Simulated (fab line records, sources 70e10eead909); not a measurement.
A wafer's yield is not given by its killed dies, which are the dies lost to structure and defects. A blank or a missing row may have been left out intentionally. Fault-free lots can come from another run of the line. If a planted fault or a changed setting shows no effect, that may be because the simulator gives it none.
Comparing a struck lot with a sound one + flow nandHarc + 16 steps out of a route of 1302
Sound: wafers L164.2, L164.5, L164.6. Struck: wafer L178.3 (L178.4, L178.6, from the same lot, were not struck and are left out); the cause is given at the end.
Order at every step that has rows: each side's tool, ch and its chambers, its first start. Under that, the readings that differ: sound wafers + struck wafers + difference of the means + sigmas: that difference in standard deviations of wafers without a fault.
alike: same words and numbers on both sides, and readings whose means sit less than 2 such deviations apart. not compared: any withheld reading, any reading some wafer has no value for, any bound like >300 that may hide the same value, and any number with overlapping values for which the record gives no deviation.
The two part at a step that has a row with sigmas, a row that says differs or no value, or rows on one side only. Non-overlapping numbers with no deviation appear without sigmas and do not part them. Lack of a reading on every wafer of one side parts them only where that side has two or more wafers.

NHARC_P_M0_OVL_MEAS_10: pitch 180 nm.
  sound on overlay-01, day 8 06:24; struck on overlay-01, day 14 01:52
| reading         | sound         | struck | difference | sigmas |
|-----------------|---------------|--------|------------|--------|
| overlayXNm (nm) | -0.4 -0.6 0.1 | -2.3   | -2.0       | -2     |
  alike: overlayYNm
NHARC_P_M0_INSPECT_11:
  sound on defectInspect-02, day 8 06:26; struck on defectInspect-01, day 14 01:55
  alike: rawDefectCount
NHARC_P_M0_DESCUM_14: chemistry O2, time 3 s.
  sound on rieDiel-05 ch 1,2,3, day 8 06:31; struck on rieDiel-10 ch 1, day 14 01:58
| reading             | sound             | struck | difference | sigmas |
|---------------------|-------------------|--------|------------|--------|
| oesProductAu (a.u.) | 0.981 1.026 0.992 | 1.035  | +0.035     | +2     |
  alike: chamberPressureMTorr, drypumpMotorCurrentA, rfVppV, showerheadPlenumPTorr, throttleValvePct
  not compared: rfHoursCounterH
then, 2 steps without rows for these wafers: NHARC_P_M0_ETCH_34 (etches the open film in N2/H2, target depth 40 nm, overetch 12 nm, time 43.94 s); NHARC_P_M0_ETCH_15 (etches the open film in C4F8/Ar, target depth 150 nm, overetch 15 nm, time 82.5 s).
NHARC_P_M0_CD_MEAS_16:
  sound on cdSem-03, day 8 06:48; struck on cdSem-02, day 14 02:16
  alike: cdNm
then, 2 steps without rows for these wafers: NHARC_P_M0_STRIP_18 (strips in N2/H2); NHARC_P_M0_STRIP_19 (strips in post etch residue remover, time 600 s).
NHARC_P_M0_DEGAS_28: time 60 s.
  sound on pvdSputter-01, day 8 07:26; struck on pvdSputter-01, day 14 02:54
  alike: heaterPowerW
NHARC_P_M0_PRE_CLEAN_29: time 30 s.
  sound on pvdSputter-01; struck on pvdSputter-01
  alike: heaterPowerW
then, 1 step without rows for these wafers: NHARC_P_M0_PVD_20 (deposits TaN, target thk 5 nm, time 8.06 s).
NHARC_P_M0_PVD_21: deposits Cu, target thk 30 nm, time 20.49 s.
  sound on pvdSputter-01; struck on pvdSputter-01
  alike: throttleValvePct
NHARC_P_M0_ECD_22: material Cu, target thk 400 nm.
  sound on ecdCu-01 ch 0,1, day 8 07:50; struck on ecdCu-01 ch 0, day 14 03:20
  alike: bathTempC
NHARC_P_M0_ANNEAL_30: time 90 s.
  sound on rtpAnneal-02 ch 0, day 8 08:18; struck on rtpAnneal-02 ch 0, day 14 03:44
  alike: annealTempC, wafer_temp_C_max
NHARC_P_M0_CMP_23: polishes, t overpolish 20 s, target thk 117.54 nm.
  sound on cmp-04 ch 1,2,3, day 8 08:39; struck on cmp-02 ch 1, day 14 04:02
| reading             | sound    | struck | difference | sigmas |
|---------------------|----------|--------|------------|--------|
| timeToEndpointS (s) | 31 31 28 | 8      | -22        | -7     |
  alike: motorCurrentA
  not compared: padLifeWafers
NHARC_END_SORT_01:
  the record has rows for the sound wafers here (prober-01 ch 0, day 27 07:40) and none for the struck ones

## WHERE THEY PART
Last at NHARC_END_SORT_01 as far as this record goes, first at NHARC_P_M0_OVL_MEAS_10.

WHY: what had been put in by the simulator
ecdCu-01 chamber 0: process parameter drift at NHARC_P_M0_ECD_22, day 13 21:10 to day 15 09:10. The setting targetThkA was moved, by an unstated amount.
